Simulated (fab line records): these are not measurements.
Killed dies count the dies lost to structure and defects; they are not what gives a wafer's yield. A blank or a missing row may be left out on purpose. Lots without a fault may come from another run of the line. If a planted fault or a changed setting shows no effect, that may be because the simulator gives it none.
fab line records -- flow nandHarc
record: lots: 13, wafers: 39, lastDay: 24
route steps=1159 shown P_BONDPAD@371 A_SOURCE_PLATE@415
lots with no fault: from the same line, run without faults
startH: hours from the record's first day to the start of the lot's first wafer shown -- waitH: how many hours have passed since the lot's step before this one -- " same as the row above -- L1.1+2: several wafers, shown together as one row -- - no value, or no start given -- * or withheld: withheld -- < > ~ a bound
route shown NAME@n: names a module that has steps shown in the file, with the first one's number in the route -- usual: the fault-free wafers' mean and standard deviation -- same: alike in all rows -- chamber/n: place in a boat -- sites: the reading at each site -- _std_site: the values' standard deviation -- _edge_site: outer sites' mean less inner sites' -- radiusMm: how far each site lies from the wafer's centre -- mask NAME#n: copy n -- behind: the last tool/chamber to shape the wafer -- hold: why the lot was held/for how many hours/how that ended -- device: the transistor (n, p or np) that didn't switch -- end of line: the same wafers' tests at the end of the route -- step lacking rows: just its recipe -- killed: count of dies lost to structure and defects at first sort (not the wafer's yield) -- map: shows each die of a wafer: x if killed, . if not, _ if none is there
set.NAME: the setting as run; set.NAME@STEP: as run at that earlier step -- model.NAME: the simulator's own value behind a step, which no gauge read
the route's steps for a sample of lots (tables are steps, rows are wafers)
services: from which hour (startH, from the record's first day; less than 0 if before it) a tool's chamber was out of use, for how many hours, and why
== steps ==
step: NHARC_P_BONDPAD_STRIP_15
recipe: o2FlowSccm: 500, arFlowSccm: 0, biasW: 0, chemistry: O2
usual: drypumpMotorCurrentA: 5.7/0.56, oesProductAu: 1.006/0.0079, rfVppV: 58.0/0.82, showerheadPlenumPTorr: 3.66/0.072, throttleValvePct: 17.037/0.0092
lot.wafer,tool,chamber,startH,waitH,drypumpMotorCurrentA,oesProductAu,rfHoursCounterH,rfVppV,showerheadPlenumPTorr,throttleValvePct
L314.3,rieDiel-04,0,132.47,0.1,4.8,1.003,1,58.9,3.60,17.046
L314.2,rieDiel-04,2,132.47,0.1,5.6,1.002,1,58.2,3.75,17.023
L314.1,rieDiel-04,3,132.47,0.1,6.2,1.010,1,58.2,3.68,17.019
L316.3,rieDiel-04,3,139.72,0.1,6.2,1.005,2,58.0,3.68,17.049
L316.1,rieDiel-04,0,139.72,0.1,4.8,1.007,2,57.3,3.60,17.039
L316.2,rieDiel-04,2,139.72,0.1,5.6,1.012,2,58.9,3.75,17.018
L317.3,rieDiel-04,2,144.73,0.1,5.6,1.010,4,58.3,3.74,17.039
L317.2,rieDiel-04,3,144.73,0.1,6.2,1.005,4,59.2,3.68,17.048
L317.5,rieDiel-04,0,144.73,0.1,4.9,1.001,-,57.1,3.60,17.039
L318.2,rieDiel-04,0,157.62,0.1,4.8,0.990,5,58.5,3.60,17.050
L318.4,rieDiel-04,3,157.62,0.1,6.2,1.011,5,58.7,3.68,17.050
L318.5,rieDiel-04,1,157.62,0.1,6.0,1.017,-,57.6,3.71,17.023
L320.2,rieDiel-07,0,159.48,0.1,5.3,1.015,36,57.9,3.64,17.027
L320.1,rieDiel-07,1,159.48,0.1,6.7,1.003,36,57.2,3.53,17.041
L320.4,rieDiel-07,3,159.48,0.1,5.1,0.977,37,57.0,3.57,17.029
L321.3,rieDiel-03,2,167.65,0.1,5.6,0.988,42,59.2,3.73,17.041
L321.6,rieDiel-03,3,167.65,0.1,6.7,1.005,-,58.8,3.51,17.049
L321.5,rieDiel-03,0,167.65,0.1,5.6,1.004,-,57.0,3.69,17.052
L322.1,rieDiel-03,1,176.03,0.1,4.9,1.002,46,58.8,3.65,17.037
L322.4,rieDiel-03,1,176.03,0.1,4.9,1.011,-,58.0,3.65,17.046
L322.5,rieDiel-03,3,176.03,0.1,6.8,1.007,-,57.2,3.51,17.048
L323.1,rieDiel-04,3,182.57,0.1,6.2,1.000,7,58.5,3.68,17.049
L323.5,rieDiel-04,3,182.57,0.1,6.2,1.010,-,59.1,3.68,17.027
L323.6,rieDiel-04,0,182.57,0.1,4.8,0.994,-,57.1,3.60,17.054
L324.4,rieDiel-04,0,193.12,0.2,4.9,1.000,8,58.6,3.60,17.030
L324.6,rieDiel-04,1,193.12,0.2,6.0,1.015,-,58.0,3.70,17.040
L324.5,rieDiel-04,2,193.12,0.2,5.7,1.006,-,57.2,3.74,17.029
L326.3,rieDiel-07,1,205.33,0.1,6.7,1.008,53,57.2,3.52,17.049
L326.1,rieDiel-07,2,205.33,0.1,6.1,0.992,56,57.5,3.47,17.046
L326.2,rieDiel-07,3,205.33,0.1,5.1,0.996,56,57.5,3.56,17.044
L334.2,rieDiel-04,3,249.37,0.1,6.2,1.004,15,58.0,3.68,17.042
L334.3,rieDiel-04,1,249.37,0.1,6.0,1.006,11,57.6,3.70,17.041
L334.4,rieDiel-04,2,249.37,0.1,5.7,1.010,15,57.7,3.74,17.034
L336.1,rieDiel-04,1,260.80,0.1,6.0,0.992,11,58.6,3.70,17.038
L336.5,rieDiel-04,2,260.80,0.1,5.6,1.006,-,58.5,3.74,17.044
L336.6,rieDiel-04,3,260.80,0.1,6.2,1.010,-,59.9,3.68,17.040
L337.1,rieDiel-04,2,266.02,0.1,5.6,1.016,16,59.7,3.74,17.030
L337.3,rieDiel-04,3,266.02,0.1,6.2,1.009,16,58.7,3.68,17.040
L337.2,rieDiel-04,0,266.02,0.1,4.8,0.996,15,58.4,3.60,17.044
step: NHARC_P_BONDPAD_DEGAS_25
recipe: tempC: 300, timeS: 60
usual: heaterPowerW: 475/47
same: timeS: 60
lot.wafer,tool,chamber,startH,waitH,heaterPowerW
L314.2,pvdSputter-02,-,133.08,-,446
L314.3,pvdSputter-02,-,133.08,-,574
L314.1,pvdSputter-02,-,133.08,-,434
L316.2,pvdSputter-01,-,140.32,-,420
L316.1,pvdSputter-01,-,140.32,-,482
L316.3,pvdSputter-01,-,140.32,-,489
L317.2,pvdSputter-01,-,145.36,-,432
L317.3,pvdSputter-01,-,145.36,-,419
L317.5,pvdSputter-01,-,145.36,-,433
L318.4,pvdSputter-03,-,158.18,-,546
L318.2,pvdSputter-03,-,158.18,-,445
L318.5,pvdSputter-03,-,158.18,-,538
L320.4,pvdSputter-02,-,160.04,-,447
L320.1,pvdSputter-02,-,160.04,-,550
L320.2,pvdSputter-02,-,160.04,-,441
L321.3,pvdSputter-01,-,168.17,-,507
L321.5,pvdSputter-01,-,168.17,-,438
L321.6,pvdSputter-01,-,168.17,-,454
L322.4,pvdSputter-03,-,176.61,-,533
L322.1,pvdSputter-03,-,176.61,-,467
L322.5,pvdSputter-03,-,176.61,-,529
L323.1,pvdSputter-01,-,183.11,-,447
L323.5,pvdSputter-01,-,183.11,-,445
L323.6,pvdSputter-01,-,183.11,-,447
L324.4,pvdSputter-01,-,193.62,-,506
L324.6,pvdSputter-01,-,193.62,-,508
L324.5,pvdSputter-01,-,193.62,-,411
L326.3,pvdSputter-03,-,205.87,-,534
L326.2,pvdSputter-03,-,205.87,-,501
L326.1,pvdSputter-03,-,205.87,-,480
L334.4,pvdSputter-03,-,249.93,-,502
L334.2,pvdSputter-03,-,249.93,-,469
L334.3,pvdSputter-03,-,249.93,-,452
L336.1,pvdSputter-01,-,261.33,-,403
L336.6,pvdSputter-01,-,261.33,-,443
L336.5,pvdSputter-01,-,261.33,-,453
L337.2,pvdSputter-03,-,266.56,-,554
L337.3,pvdSputter-03,-,266.56,-,491
L337.1,pvdSputter-03,-,266.56,-,464
step: NHARC_P_BONDPAD_ANNEAL_28
recipe: tempC: 225, timeS: 90
usual: wafer_temp_C_max: 226.0/0.36
same: timeS: 90
lot.wafer,tool,chamber,startH,waitH,wafer_temp_C_max
L314.1,rtpAnneal-02,0,133.85,0.4,225.8
L314.2,rtpAnneal-02,0,133.85,0.4,226.0
L314.3,rtpAnneal-02,0,133.85,0.4,225.6
L316.1,rtpAnneal-01,0,141.06,0.3,225.5
L316.2,rtpAnneal-01,0,141.06,0.3,226.0
L316.3,rtpAnneal-01,0,141.06,0.3,226.1
L317.2,rtpAnneal-02,0,146.17,0.4,226.3
L317.3,rtpAnneal-02,0,146.17,0.4,226.5
L317.5,rtpAnneal-02,0,146.17,0.4,226.6
L318.2,rtpAnneal-01,0,159.04,0.3,225.7
L318.4,rtpAnneal-01,0,159.04,0.3,225.5
L318.5,rtpAnneal-01,0,159.04,0.3,225.6
L320.1,rtpAnneal-02,0,160.77,-,226.3
L320.2,rtpAnneal-02,0,160.77,-,225.9
L320.4,rtpAnneal-02,0,160.77,-,226.1
L321.3,rtpAnneal-02,0,169.17,0.4,226.6
L321.5,rtpAnneal-02,0,169.17,0.4,225.9
L321.6,rtpAnneal-02,0,169.17,0.4,226.4
L322.1,rtpAnneal-02,0,177.35,0.3,225.7
L322.4,rtpAnneal-02,0,177.35,0.3,226.1
L322.5,rtpAnneal-02,0,177.35,0.3,226.2
L323.1,rtpAnneal-02,0,183.85,0.3,226.3
L323.5,rtpAnneal-02,0,183.85,0.3,227.0
L323.6,rtpAnneal-02,0,183.85,0.3,226.3
L324.4,rtpAnneal-01,0,194.57,0.4,226.1
L324.5,rtpAnneal-01,0,194.57,0.4,225.4
L324.6,rtpAnneal-01,0,194.57,0.4,225.6
L326.1,rtpAnneal-01,0,206.61,-,225.8
L326.2,rtpAnneal-01,0,206.61,-,225.6
L326.3,rtpAnneal-01,0,206.61,-,225.8
L334.2,rtpAnneal-01,0,250.72,0.4,226.1
L334.3,rtpAnneal-01,0,250.72,0.4,225.6
L334.4,rtpAnneal-01,0,250.72,0.4,225.9
L336.1,rtpAnneal-02,0,262.04,-,226.1
L336.5,rtpAnneal-02,0,262.04,-,226.3
L336.6,rtpAnneal-02,0,262.04,-,226.5
L337.1,rtpAnneal-02,0,267.30,-,226.1
L337.2,rtpAnneal-02,0,267.30,-,226.4
L337.3,rtpAnneal-02,0,267.30,-,226.2
step: NHARC_A_SOURCE_PLATE_OXIDE_02
recipe: targetThkA: 100, tempC: 900, oxTimeS: 1362, material: SiO2
lot.wafer,tool,chamber,startH,waitH
L314.1+2+3,furnace-06,0,141.20,-
L316.1+2+3,furnace-06,0,148.44,-
L317.2+3+5,furnace-05,0,151.49,-
L318.2+4+5,furnace-05,0,167.82,-
L320.1+2+4,furnace-05,0,167.82,-
L321.3+5+6,furnace-06,0,176.23,-
L322.1+4+5,furnace-05,0,185.22,-
L323.1+5+6,furnace-06,0,193.07,-
L324.4+5+6,furnace-03,0,203.58,-
L324.4+5+6,furnace-03,0,211.87,4.6
L326.1+2+3,furnace-05,0,215.65,-
L326.1+2+3,furnace-05,0,222.90,3.6
L334.2+3+4,furnace-05,0,257.37,-
L336.1+5+6,furnace-06,0,268.60,-
L337.1+2+3,furnace-06,0,274.24,-
step: NHARC_A_SOURCE_PLATE_THK_MEAS_09
recipe: thkMeasGauge: ellipsometry
usual: thkNm: 9.7/1.1
lot.wafer,tool,chamber,startH,waitH,thkNm
L314.1,filmMetro-02,-,145.20,0.4,11.3
L314.2,filmMetro-02,-,145.20,0.4,10.0
L314.3,filmMetro-02,-,145.20,0.4,7.1
L316.1,filmMetro-02,-,152.46,0.4,11.6
L316.2,filmMetro-02,-,152.46,0.4,9.8
L316.3,filmMetro-02,-,152.46,0.4,12.0
L317.2,filmMetro-01,-,155.57,0.4,10.4
L317.3,filmMetro-01,-,155.57,0.4,7.9
L317.5,filmMetro-01,-,155.57,0.4,9.0
L320.1,filmMetro-02,-,171.87,0.4,9.7
L320.2,filmMetro-02,-,171.87,0.4,7.8
L320.4,filmMetro-02,-,171.87,0.4,8.5
L318.2,filmMetro-02,-,171.88,0.4,9.3
L318.4,filmMetro-02,-,171.88,0.4,10.6
L318.5,filmMetro-02,-,171.88,0.4,9.7
L321.3,filmMetro-02,-,180.28,0.4,8.0
L321.5,filmMetro-02,-,180.28,0.4,9.9
L321.6,filmMetro-02,-,180.28,0.4,9.5
L322.1,filmMetro-02,-,189.27,0.4,9.7
L322.4,filmMetro-02,-,189.27,0.4,10.4
L322.5,filmMetro-02,-,189.27,0.4,8.7
L323.1,filmMetro-02,-,197.07,0.4,10.7
L323.5,filmMetro-02,-,197.07,0.4,9.0
L323.6,filmMetro-02,-,197.07,0.4,9.7
L324.4,filmMetro-02,-,216.31,0.7,14.9
L324.5,filmMetro-02,-,216.31,0.7,12.9
L324.6,filmMetro-02,-,216.31,0.7,16.3
L326.1,filmMetro-01,-,227.26,0.7,15.5
L326.2,filmMetro-01,-,227.26,0.7,15.9
L326.3,filmMetro-01,-,227.26,0.7,15.5
L334.2,filmMetro-01,-,261.45,0.4,8.5
L334.3,filmMetro-01,-,261.45,0.4,8.7
L334.4,filmMetro-01,-,261.45,0.4,9.4
L336.1,filmMetro-02,-,272.70,0.4,10.6
L336.5,filmMetro-02,-,272.70,0.4,9.5
L336.6,filmMetro-02,-,272.70,0.4,11.3
L337.1,filmMetro-01,-,278.25,0.4,8.3
L337.2,filmMetro-01,-,278.25,0.4,11.0
L337.3,filmMetro-01,-,278.25,0.4,8.8
== services ==
tool,chamber,startH,hours,kind
rieDiel-04,-,111.92,9.0,pm
rieDiel-04,0,111.92,9.0,ventCycle
rieDiel-04,1,111.92,9.0,ventCycle
rieDiel-04,2,111.92,9.0,ventCycle
rieDiel-04,3,111.92,9.0,ventCycle
rieDiel-04,0,120.92,-,clean
pvdSputter-02,-,124.96,1.4,repair
rieDiel-03,2,125.38,6.1,repair
rieDiel-03,-,129.29,0.2,repair
rieDiel-04,1,129.67,19.8,repair
pvdSputter-01,-,131.36,2.0,repair
rieDiel-03,0,140.09,5.1,repair
pvdSputter-01,-,143.99,1.0,repair
pvdSputter-01,-,158.07,10.0,pm
rieDiel-03,2,175.48,10.4,repair
pvdSputter-02,-,182.51,2.1,repair
pvdSputter-02,-,192.38,2.9,repair
furnace-06,-,198.00,26.0,pm
pvdSputter-02,-,215.40,10.0,pm
rieDiel-03,-,215.46,9.0,pm
pvdSputter-01,-,217.98,2.5,repair
rieDiel-07,2,220.26,4.4,repair
rieDiel-07,-,228.35,9.0,pm
rieDiel-03,0,269.25,10.1,repair
== key ==
firstSign: step: NHARC_A_SOURCE_PLATE_OXIDE_02, reading: visit, direction: added
effect: step: NHARC_A_SOURCE_PLATE_THK_MEAS_09, reading: thkNm, direction: up, sigmas: 5, usual: 9.7, struck: 15.2
metAt NHARC_A_SOURCE_PLATE_OXIDE_02
struckLots L324,L326
testerLeftOut L324,L326
notActingAt NHARC_P_BONDPAD_STRIP_15,NHARC_P_BONDPAD_DEGAS_25,NHARC_P_BONDPAD_ANNEAL_28
fault: kind: repeatedStepWhole, tool: furnace-03,furnace-05,furnace-06, chamber: -, onsetH: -, steps: NHARC_A_SOURCE_PLATE_OXIDE_02, times: 1, scope: struckLotsOnly
testerLeftOut: of these lots the tester's yield and bins aren't shown, on N5 and GAA mostly nor the transistor test; their killed dies are dies lost to structure and defects alone, not to doping, threshold or leakage, so they don't give the yield
